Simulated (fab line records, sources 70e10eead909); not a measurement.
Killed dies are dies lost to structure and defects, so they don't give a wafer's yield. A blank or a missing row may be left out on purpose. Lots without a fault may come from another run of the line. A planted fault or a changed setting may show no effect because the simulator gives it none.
Chamber matching | flow nand_harc | NHARC_P_STI_ETCH_15 on rie_si-05: 4 sister chambers
The step etches the open film in HBr/Cl2, target depth 300 nm, time 100.1 s. 4 wafers are shown with their chamber, then 7 later ones without.

WAFERS WITH THEIR CHAMBER
wafer  | chamber | drypump_motor_current_A (A)
L080.5 | 1       | 5.5
L083.6 | 2       | 6.2
L085.1 | 0       | 5.7
L085.2 | 3       | 6.2

WAFERS WITHOUT THEIR CHAMBER
wafer  | drypump_motor_current_A (A)
L085.4 | 6.2
L090.2 | 6.2
L090.5 | 5.5
L090.6 | 6.2
L094.1 | 6.2
L094.2 | 5.6
L094.4 | 6.2

WHICH CHAMBER EACH WENT THROUGH
wafer  | from the rows above     | in truth
L085.4 | can't be placed: 2 or 3 | 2
L090.2 | can't be placed: 2 or 3 | 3
L090.5 | 1                       | 1
L090.6 | can't be placed: 2 or 3 | 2
L094.1 | can't be placed: 2 or 3 | 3
L094.2 | can't be placed: 1 or 0 | 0
L094.4 | can't be placed: 2 or 3 | 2
Placed correctly: 1 of 7. Can't be placed from these rows: 6 (the true chamber is among the candidates in 6). Placed wrongly: 0.
How it was worked out, from the rows above alone: a wafer's distance from a chamber is the root of the sum, over the readings, of the square of ((its reading less the chamber's mean) divided by the reading's scatter). The wafer belongs to the nearest chamber; if the next one is less than 2 further off, it can't be placed. A chamber's mean is the mean of its shown wafers. The scatter: with one shown wafer a chamber, the root of the mean of the squares of how far each hidden wafer lies from its nearest shown one.
